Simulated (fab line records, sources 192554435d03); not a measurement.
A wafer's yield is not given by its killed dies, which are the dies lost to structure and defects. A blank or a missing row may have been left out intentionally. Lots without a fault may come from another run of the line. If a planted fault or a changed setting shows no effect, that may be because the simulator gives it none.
8D (eight disciplines) problem report, filled in by code ; flow n5_finfet ; the parts of the form that need people (team, actions taken, sign-off) are left out

1. THE ISSUE
Across 6 wafers from 2 lots, CJ_P at N5_BEOL_M4_RC_MEAS_101 averages 4.16, while fault-free wafers read 5.76 with a standard deviation of 0.14. That is -11 standard deviations from the usual mean.
Seen first at day 10 03:02 on prober-01, wafer L172.1. The record holds 30 wafers of 10 lots with a number at this step. Rule for "out" (also "out of limits"): further than 4 standard deviations from the usual mean. Any other wafer with a number is counted as sound.

2. WHAT IT IS, WHAT IT ISN'T
question;is;is not
which readings at this step;CJ_P;DIBL_N, DIBL_P, IOFF_N, IOFF_P, ION_N, ION_P, SS_P, VT_P
which lots;L172, L174;L162, L164, L165, L179, L181, L183, L184, L185
which wafers of those lots;all that have a number;-
read on which gauges;prober-01;prober-02
when;from day 10 03:02;"up to then (9 sound wafers); but 15 sound wafers of L179, L181, L183, L184, L185 came after"

3. SUSPECTS, AND WHAT RULES EACH OUT
Counting: a tool at a process step up to the reading stays a suspect if it ran every lot that is out and no sound lot after the first of them.
- the gauge at N5_BEOL_M4_RC_MEAS_101: ruled out. All the wafers that are out were read on prober-01, but those of them that N5_WELL_APT_IMPLANT_15 has rows for are out there too, on other tools.
- plasma_asher-02 at N5_ZERO_LAYER_STRIP_24 (strips in O2): ruled out as a lasting fault. After its first lot that is out, L172 (day 4 00:54), sound lots L181, L184, L185 ran on it.
- implanter-02 at N5_WELL_APT_IMPLANT_15: ruled out as a lasting fault. After its first lot that is out, L172 (day 4 02:09), sound lots L184 ran on it.
Left after counting: nothing in the record.

4. THE CAUSE (what the simulator had put in)
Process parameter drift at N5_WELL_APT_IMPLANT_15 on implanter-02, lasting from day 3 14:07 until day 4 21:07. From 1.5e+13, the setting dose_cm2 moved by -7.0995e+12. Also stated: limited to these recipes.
Counting ruled it out, wrongly: the rule takes a fault to strike every lot that its tool runs from its start on, and this one did not.

5. THE CHAIN OF EFFECTS, in route order
Each row: a reading where the mean over the struck wafers with a number is more than 3 standard deviations away from the usual. Readings are gone through only where the record gives a usual standard deviation; hours: the median, over the lots, of the time from a lot's start at the first step in this table giving one to that lot's start at this step; sigmas: the change measured in usual standard deviations.
hours;step;reading;usual;on struck wafers;change;sigmas
0;N5_WELL_APT_IMPLANT_15;dose_ions_cm2;1.5e+13;7.9e+12;-7.1e+12;-99 or more
0;N5_WELL_APT_IMPLANT_15;faraday_current_uA;190;100;-90;-26
150;N5_BEOL_M4_RC_MEAS_101;CJ_P;5.76;4.16;-1.60;-11
The process steps in it:
- N5_WELL_APT_IMPLANT_15

6. WHAT WOULD HAVE CAUGHT IT SOONER
The first out-of-limits reading at a measuring or inspecting step in this record came at day 10 03:02, 157 hours after the fault's start at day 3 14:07.
At N5_WELL_APT_IMPLANT_15, the tool's own readings (dose_ions_cm2, faraday_current_uA) were out on each struck wafer the step has a row for, so an alarm limit on them would have fired on the first such wafer.
